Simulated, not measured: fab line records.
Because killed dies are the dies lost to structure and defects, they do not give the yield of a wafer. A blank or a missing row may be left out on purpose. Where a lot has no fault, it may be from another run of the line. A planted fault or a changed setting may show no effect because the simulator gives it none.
Chamber matching + flow n5 finfet + ald sin-01 running N5_DUMMY_GATE_ALD_02: 4 sister chambers
The step deposits SiO2, target thk 2 nm, pulse time 1 s. 18 wafers are shown with their chamber, then 9 later ones without.

== EACH WAFER AND ITS CHAMBER ==
| wafer  | chamber | heater power w (W) | precursor pulse height rel |
|--------|---------|--------------------|----------------------------|
| L079.3 | 3       | 361                | 0.985                      |
| L079.4 | 2       | 462                | 0.997                      |
| L079.5 | 3       | 368                | 1.007                      |
| L080.2 | 3       | 361                | 1.018                      |
| L080.5 | 3       | 369                | 1.011                      |
| L080.6 | 1       | 470                | 1.003                      |
| L081.2 | 3       | 373                | 1.023                      |
| L081.4 | 2       | 462                | 1.006                      |
| L081.5 | 3       | 364                | 0.990                      |
| L082.1 | 1       | 454                | 0.983                      |
| L082.3 | 2       | 471                | 1.004                      |
| L082.5 | 3       | 359                | 0.963                      |
| L086.3 | 2       | 469                | 1.008                      |
| L086.4 | 0       | 545                | 1.005                      |
| L086.5 | 2       | 468                | 1.003                      |
| L087.3 | 1       | 465                | 0.999                      |
| L087.4 | 0       | 531                | 0.988                      |
| L087.5 | 1       | 474                | 0.997                      |

SIGNATURES (averages over the wafers above)
| reading                    | chamber 0 | chamber 1 | chamber 2 | chamber 3 | scatter within a chamber |
|----------------------------|-----------|-----------|-----------|-----------|--------------------------|
| heater power w             | 538.00    | 465.75    | 466.40    | 365.00    | 6.27                     |
| precursor pulse height rel | 0.99650   | 0.99550   | 1.00360   | 0.99957   | 0.015                    |
Rule: for a wafer and a chamber, the distance is found by dividing, reading by reading, the gap between the wafer's reading and the chamber's mean by the reading's scatter, squaring, summing and taking the root. If the next closest chamber is less than 2 further off than the closest, the wafer can't be placed; otherwise it belongs to the closest. The scatter: the root of (the sum of the squares of (reading less its chamber's mean) over the shown wafers, divided by (wafers less chambers)).

== WAFERS WHOSE CHAMBER IS MISSING ==
| wafer  | heater power w (W) | precursor pulse height rel |
|--------|--------------------|----------------------------|
| L089.2 | 465                | 0.997                      |
| L089.3 | 546                | 1.032                      |
| L089.5 | 363                | 1.002                      |
| L097.2 | 468                | 0.967                      |
| L097.4 | 368                | 1.030                      |
| L097.5 | 473                | 1.042                      |
| L096.1 | 545                | 0.981                      |
| L096.2 | 364                | 1.013                      |
| L096.4 | 453                | 0.962                      |

== WHICH CHAMBER EACH WENT THROUGH ==
| wafer  | from the rows above     | in truth |
|--------|-------------------------|----------|
| L089.2 | can't be placed: 1 or 2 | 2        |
| L089.3 | 0                       | 0        |
| L089.5 | 3                       | 3        |
| L097.2 | can't be placed: 1 or 2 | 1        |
| L097.4 | 3                       | 3        |
| L097.5 | can't be placed: 2 or 1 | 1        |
| L096.1 | 0                       | 0        |
| L096.2 | 3                       | 3        |
| L096.4 | can't be placed: 1 or 2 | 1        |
Correct placement for 5 of the 9. Not placeable from these rows: 4 (in 4, the candidates include the true chamber). Placed wrongly: 0.
